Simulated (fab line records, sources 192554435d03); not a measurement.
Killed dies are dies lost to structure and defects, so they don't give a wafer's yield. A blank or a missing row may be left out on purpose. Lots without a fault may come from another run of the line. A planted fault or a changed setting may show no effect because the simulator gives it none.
Split-lot experiment | flow n5_finfet | 7 lots, 21 wafers read, on a route of 1938 steps

THE SPLIT
At N5_BEOL_M14_EXPOSE_07 (exposes mask V13), the setting dose_mj was moved away from the recipe's 57 on 6 of the 21 wafers read, by -7.1% to +4.9%. The other wafers ran this setting at the recipe's value.

FROM THE SPLIT TO THE READING: what the file shows between them, 6 steps
- N5_BEOL_M14_PEB_08: peb time 90 s
- N5_BEOL_M14_DEVELOP_09: develop time 45 s
- N5_BEOL_M14_HARDBAKE_14: time 120 s
- N5_BEOL_M14_CD_MEAS_10: target cd 250 nm
- N5_BEOL_M14_STRIP_71: strips in post etch residue remover, time 60 s
- N5_BEOL_M14_SRD_72: time 30 s, dry time 30 s

THE READING
cd_nm, in nm, at N5_BEOL_M14_CD_MEAS_17 (target cd 250 nm). Fault-free wafers of this fab line usually give 251.7 nm, standard deviation 2.2 nm.

wafer  | tool, chamber at the split | dose_mj as run | against the recipe | cd_nm, nm | against lot-mates on the recipe
L074.1 | krf_scanner-02, 0          | 57             | recipe             | 252.5     | -
L074.2 | krf_scanner-02, 0          | 57             | recipe             | 250.2     | -
L074.5 | krf_scanner-02, 0          | 57             | recipe             | 251.8     | -
L080.1 | krf_scanner-02, 0          | 57             | recipe             | 250.5     | -
L080.2 | krf_scanner-02, 0          | 57             | recipe             | 255.6     | -
L080.5 | krf_scanner-02, 0          | 57             | recipe             | 250.9     | -
L081.1 | krf_scanner-02, 0          | 59.79          | +4.9%              | 260.1     | +7.5
L081.2 | krf_scanner-02, 0          | 59.79          | +4.9%              | 257.6     | +5.0
L081.5 | krf_scanner-02, 0          | 57             | recipe             | 252.6     | -
L084.1 | krf_scanner-02, 0          | 57             | recipe             | 251.1     | -
L084.2 | krf_scanner-02, 0          | 57             | recipe             | 250.7     | -
L084.4 | krf_scanner-02, 0          | 52.95          | -7.1%              | 241.6     | -9.3
L086.1 | krf_scanner-01, 0          | 57             | recipe             | 250.5     | -
L086.3 | krf_scanner-01, 0          | 57             | recipe             | 250.8     | -
L086.5 | krf_scanner-01, 0          | 57             | recipe             | 251.5     | -
L087.3 | krf_scanner-02, 0          | 54.24          | -4.8%              | 240.2     | -11.4
L087.5 | krf_scanner-02, 0          | 57             | recipe             | 251.6     | -
L087.6 | krf_scanner-02, 0          | 54.24          | -4.8%              | 241.6     | -10.0
L091.4 | krf_scanner-01, 0          | 58.52          | +2.7%              | 257.6     | +4.7
L091.5 | krf_scanner-01, 0          | 57             | recipe             | 251.6     | -
L091.6 | krf_scanner-01, 0          | 57             | recipe             | 254.3     | -

THE FIT
A straight line over all 21 wafers: cd_nm changes by +1.72 nm for each +1% of dose_mj; r = +0.94; the points scatter about the line by 1.7 nm.
The same after taking each lot's own level away (the mean of its wafers on the recipe; 21 wafers): +1.59 nm for each +1%; r = +0.94; scatter 1.7 nm.
On that fit, the largest move of dose_mj shifts the reading by 11 nm.
The lots' own levels span 250.90 to 252.95 nm, that is 0.9 times the standard deviation above.
So the lot-to-lot level changes the slope little: the two slopes agree.
Check: with one of the wafers moved furthest among these (-7.1%) left out of the fit, the line predicts -12.9 nm for it against its lot-mates. It came out at -9.3 nm against them.

OTHER SPLITS ON THESE WAFERS
These wafers also went through other splits before the reading. Each is held against what the fit with the lots' levels taken away leaves over:
other split on the same wafers    | wafers away from the commonest value | r with cd_nm (lot level and that fit taken away)
N5_BEOL_M8_HM_DEP_02 target_thk_a | 5                                    | -0.04
N5_BEOL_M9_PECVD_70 temp_c        | 10                                   | -0.10
N5_BEOL_M11_EXPOSE_25 dose_mj     | 10                                   | +0.28
N5_BEOL_M12_CMP_49 down_force_psi | 9                                    | -0.16
N5_BEOL_M13_COAT_58 spin_rpm      | 7                                    | +0.33

THE WHOLE CHAIN: every reading that the file lists as answering this split, in the file's order
step                   | what it does     | reading | change (the file's fit)              | r (the file's)
N5_BEOL_M14_CD_MEAS_10 | target cd 250 nm | cd_nm   | +1.5 nm for each +1% of the setting  | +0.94
N5_BEOL_M14_CD_MEAS_17 | target cd 250 nm | cd_nm   | +1.53 nm for each +1% of the setting | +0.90

THE FILE'S OWN FIT
cd_nm changes by +1.53 nm for each +1% of dose_mj, r = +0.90.
